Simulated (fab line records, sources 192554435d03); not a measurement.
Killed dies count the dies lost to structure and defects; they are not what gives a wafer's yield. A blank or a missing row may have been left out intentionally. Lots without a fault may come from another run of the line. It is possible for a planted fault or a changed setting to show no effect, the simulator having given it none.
Matching of chambers || flow n5Finfet || N5_BEOL_M9_ETCH_62 on rieDiel-05 has 4 sister chambers
The step etches SOC in N2/H2, target depth 110 nm, overetch 22 nm, time 165 s. 4 wafers are shown with their chamber, then 9 later ones without.

WAFERS, EACH WITH ITS CHAMBER
{"wafer": "L086.2", "chamber": 0, "drypumpMotorCurrentA (A)": 5.6}
{"wafer": "L086.4", "chamber": 3, "drypumpMotorCurrentA (A)": 5.8}
{"wafer": "L091.3", "chamber": 1, "drypumpMotorCurrentA (A)": 6.1}
{"wafer": "L091.4", "chamber": 2, "drypumpMotorCurrentA (A)": 6.8}

WAFERS WITHOUT THEIR CHAMBER
{"wafer": "L092.2", "drypumpMotorCurrentA (A)": 6.1}
{"wafer": "L092.4", "drypumpMotorCurrentA (A)": 5.8}
{"wafer": "L092.6", "drypumpMotorCurrentA (A)": 5.8}
{"wafer": "L094.2", "drypumpMotorCurrentA (A)": 5.6}
{"wafer": "L094.3", "drypumpMotorCurrentA (A)": 6.8}
{"wafer": "L094.5", "drypumpMotorCurrentA (A)": 5.7}
{"wafer": "L095.1", "drypumpMotorCurrentA (A)": 5.6}
{"wafer": "L095.2", "drypumpMotorCurrentA (A)": 6.7}
{"wafer": "L095.4", "drypumpMotorCurrentA (A)": 6.8}

WHICH CHAMBER EACH ONE RAN IN
{"wafer": "L092.2", "from the rows above": 1, "in truth": 1}
{"wafer": "L092.4", "from the rows above": 3, "in truth": 3}
{"wafer": "L092.6", "from the rows above": 3, "in truth": 3}
{"wafer": "L094.2", "from the rows above": 0, "in truth": 0}
{"wafer": "L094.3", "from the rows above": 2, "in truth": 2}
{"wafer": "L094.5", "from the rows above": "can't be placed: 3 or 0", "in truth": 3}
{"wafer": "L095.1", "from the rows above": 0, "in truth": 0}
{"wafer": "L095.2", "from the rows above": 2, "in truth": 2}
{"wafer": "L095.4", "from the rows above": 2, "in truth": 2}
Placed correctly: 8 of 9. Unplaceable from these rows: 1, with the true chamber sitting among the candidates in 1. 0 placed wrongly.
How it was worked out, from the rows above alone: a wafer's distance from a chamber is the root of the sum, over the readings, of the square of ((its reading less the chamber's mean) divided by the reading's scatter). If the next closest chamber is less than 2 further off than the closest, the wafer can't be placed; otherwise it belongs to the closest. Each chamber's mean is taken over the wafers shown for it. The scatter: root of mean squared gap, hidden wafer to nearest shown wafer, with one shown wafer a chamber.
